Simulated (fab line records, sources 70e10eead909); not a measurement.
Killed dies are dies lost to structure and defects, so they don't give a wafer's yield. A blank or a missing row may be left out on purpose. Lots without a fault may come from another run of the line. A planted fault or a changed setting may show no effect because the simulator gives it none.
Chamber matching | flow nand_harc | NHARC_A_STAIRCASE_TRIM_229 on rie_diel-04: 4 sister chambers
The step chemistry O2, time 211.2 s. 18 wafers are shown with their chamber, then 9 later ones without.

WAFERS WITH THEIR CHAMBER
wafer  | chamber | showerhead_plenum_p_Torr (Torr) | drypump_motor_current_A (A) | oes_product_au (a.u.)
L077.1 | 3       | 3.77                            | 5.6                         | 0.995
L077.4 | 1       | 3.28                            | 6.0                         | 1.013
L077.5 | 0       | 3.66                            | 5.3                         | 0.996
L079.1 | 0       | 3.66                            | 5.3                         | 1.004
L079.4 | 3       | 3.77                            | 5.5                         | 1.007
L079.6 | 0       | 3.66                            | 5.3                         | 0.994
L080.1 | 2       | 3.58                            | 4.8                         | 1.005
L080.2 | 1       | 3.28                            | 6.0                         | 1.006
L080.5 | 3       | 3.76                            | 5.6                         | 1.008
L085.3 | 2       | 3.57                            | 4.8                         | 1.008
L085.4 | 0       | 3.65                            | 5.3                         | 0.984
L085.5 | 0       | 3.65                            | 5.4                         | 0.983
L087.1 | 1       | 3.27                            | 6.0                         | 1.007
L087.5 | 1       | 3.27                            | 6.0                         | 1.020
L087.6 | 0       | 3.65                            | 5.3                         | 0.993
L090.1 | 0       | 3.64                            | 5.3                         | 0.987
L090.4 | 1       | 3.26                            | 6.0                         | 1.016
L090.5 | 3       | 3.75                            | 5.5                         | 1.006

SIGNATURES (means of the wafers above)
reading                  | chamber 0 | chamber 1 | chamber 2 | chamber 3 | scatter within a chamber
showerhead_plenum_p_Torr | 3.6529    | 3.2720    | 3.5750    | 3.7625    | 0.00823
drypump_motor_current_A  | 5.314     | 6.000     | 4.800     | 5.550     | 0.0364
oes_product_au           | 0.99157   | 1.01240   | 1.00650   | 1.00400   | 0.00649
Rule: a wafer's distance from a chamber is the root of the sum, over the readings, of the square of ((its reading less the chamber's mean) divided by the reading's scatter). The wafer belongs to the nearest chamber; if the next one is less than 2 further off, it can't be placed. The scatter: the root of (the sum of the squares of (reading less its chamber's mean) over the shown wafers, divided by (wafers less chambers)).

WAFERS WITHOUT THEIR CHAMBER
wafer  | showerhead_plenum_p_Torr (Torr) | drypump_motor_current_A (A) | oes_product_au (a.u.)
L091.1 | 3.64                            | 5.3                         | 0.987
L091.3 | 3.75                            | 5.6                         | 1.000
L091.4 | 3.64                            | 5.3                         | 0.980
L092.2 | 3.56                            | 4.9                         | 1.019
L092.3 | 3.74                            | 5.6                         | 1.000
L092.4 | 3.63                            | 5.3                         | 1.005
L097.1 | 3.56                            | 4.9                         | 1.009
L097.2 | 3.63                            | 5.3                         | 0.978
L097.3 | 3.80                            | 6.0                         | 1.001

WHICH CHAMBER EACH WENT THROUGH
wafer  | from the rows above | in truth
L091.1 | 0                   | 0
L091.3 | 3                   | 3
L091.4 | 0                   | 0
L092.2 | 2                   | 2
L092.3 | 3                   | 3
L092.4 | 0                   | 0
L097.1 | 2                   | 2
L097.2 | 0                   | 0
L097.3 | 3                   | 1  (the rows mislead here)
Placed correctly: 8 of 9. Can't be placed from these rows: 0. Placed wrongly: 1.
